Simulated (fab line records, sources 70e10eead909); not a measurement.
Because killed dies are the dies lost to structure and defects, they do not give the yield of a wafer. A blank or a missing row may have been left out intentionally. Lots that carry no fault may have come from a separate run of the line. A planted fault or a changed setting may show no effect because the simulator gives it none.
A struck lot beside a sound one | flow nand_harc | 16 steps out of a route of 1159
Sound: the wafers L604.1, L604.3, L604.6. Wafers struck: L623.1, L623.2, L623.4. Last of all comes the cause.
Per side, at each step with rows, come the tool, then ch with its chambers, and then its first start. Under that, the readings that differ: sound wafers | struck wafers | difference of the means | sigmas: that difference in standard deviations of wafers without a fault.
alike: readings whose means differ by less than 2 such deviations, and words and numbers that are the same on both sides. not compared: withheld readings, readings that some wafer has no value for, bounds like >300 that may hide the same value, and numbers for which the record gives no deviation and whose values overlap.
Wherever a step has rows on one side only, a row that says differs or no value, or a row with sigmas, the two part there. When numbers do not overlap yet have no deviation, they are printed without sigmas and do not part them. Lack of a reading on every wafer of one side parts them only where that side has two or more wafers.

first, 1 step without rows for these wafers: NHARC_A_CONTACT_ETCH_139 (etches the open film in C4F8/O2/Ar, time 137 s, target depth 590 nm).
NHARC_A_CONTACT_ETCH_92: etches the open film in CH3F/O2, target depth 40 nm, time 85.7 s.
  sound on rie_diel-13 ch 0,1,2, day 17 03:52; struck on rie_diel-10 ch 0,1,2, day 21 14:13
  reading               | sound             | struck            | difference | sigmas
  oes_product_au (a.u.) | 0.999 1.015 0.991 | 0.925 0.931 0.922 | -0.076     | -3
  alike: drypump_motor_current_A, rf_vpp_V, showerhead_plenum_p_Torr, throttle_valve_pct
  not compared: rf_hours_counter_h
NHARC_A_CONTACT_ETCH_98: etches the open film in C4F6/O2, target depth 20 nm, time 10 s.
  sound: rie_diel-13 ch 0,2,3; struck: rie_diel-10 ch 0,2,3
  reading                     | sound             | struck            | difference | sigmas
  drypump_motor_current_A (A) | 5.3 5.4 5.0       | 6.0 5.6 6.3       | +0.7       | +2
  oes_product_au (a.u.)       | 1.033 0.984 1.016 | 0.943 0.944 0.947 | -0.066     | -3
  alike: rf_vpp_V, showerhead_plenum_p_Torr, throttle_valve_pct
  not compared: rf_hours_counter_h
NHARC_A_CONTACT_CD_MEAS_15:
  sound: cd_sem-03 at day 17 04:03; struck: cd_sem-03 at day 21 14:26
  alike: cd_nm
then, 4 steps without rows for these wafers: NHARC_A_CONTACT_STRIP_107 (strips in N2/H2); NHARC_A_CONTACT_STRIP_108 (strips in CF4/CHF3); NHARC_A_CONTACT_STRIP_109 (strips in O2/COS); NHARC_A_CONTACT_ETCH_110 (etches the open film in CF4/O2, target depth 50 nm, overetch 5 nm, time 27.5 s).
NHARC_A_CONTACT_STRIP_26: strips in O2.
  sound: rie_diel-10 ch 0,1,2; struck: rie_diel-12 ch 1,2,3
  alike: drypump_motor_current_A, oes_product_au, rf_vpp_V, showerhead_plenum_p_Torr, throttle_valve_pct
  not compared: rf_hours_counter_h
then, 1 step without rows for these wafers: NHARC_A_CONTACT_STRIP_27 (strips in post etch residue remover, time 600 s).
NHARC_A_CONTACT_ALD_18: deposits TiN, target thk 3 nm, pulse time 1 s, ald cycles 150.
  sound on ald_metal-04 ch 0,2,3, day 17 05:04; struck on ald_metal-03 ch 1,2,3, day 21 15:25
  alike: heater_power_w, precursor_pulse_height_rel
NHARC_A_CONTACT_CVD_19: deposits W, target thk 300 nm, time 802 s.
  sound: cvd_w-01 ch 0,1; struck: cvd_w-01 ch 0,1
  alike: chamber_pressure_Torr, heater_power_w, throttle_valve_pct
NHARC_A_CONTACT_CMP_20: polishes, t overpolish 30 s, target thk 300 nm.
  sound on cmp-02 ch 2,3, day 17 10:47; struck on cmp-03 ch 0,2,3, day 21 19:53
  no value came back on the struck wafers for edge_zone_pressure_frac, motor_current_A (A), overpolish_run_s (s), time_to_endpoint_s (s); on the sound wafers edge_zone_pressure_frac reads 0.993 1.005 1.004
after that, 1 step had no rows for these wafers: NHARC_A_CONTACT_SRD_22.
NHARC_A_CONTACT_INSPECT_23:
  sound: defect_inspect-01 at day 17 11:13; struck: defect_inspect-02 at day 21 20:18
  reading          | sound       | struck         | difference | sigmas
  raw_defect_count | 646 604 610 | 2494 2709 2468 | +1937      | +18
-- break in the record here, with 2 days between the starts of the struck wafers on either side (left off in module A_CONTACT, picked up again in module END, where the first step shown is number 1159 on the route) --
NHARC_END_SORT_01:
  only the struck wafers appear in the record here, on prober-01 ch 0 at day 23 23:42; the sound ones have no rows

WHERE THEY PART
First at NHARC_A_CONTACT_ETCH_92; last, within this record, at NHARC_END_SORT_01.

WHY: what had been put in by the simulator
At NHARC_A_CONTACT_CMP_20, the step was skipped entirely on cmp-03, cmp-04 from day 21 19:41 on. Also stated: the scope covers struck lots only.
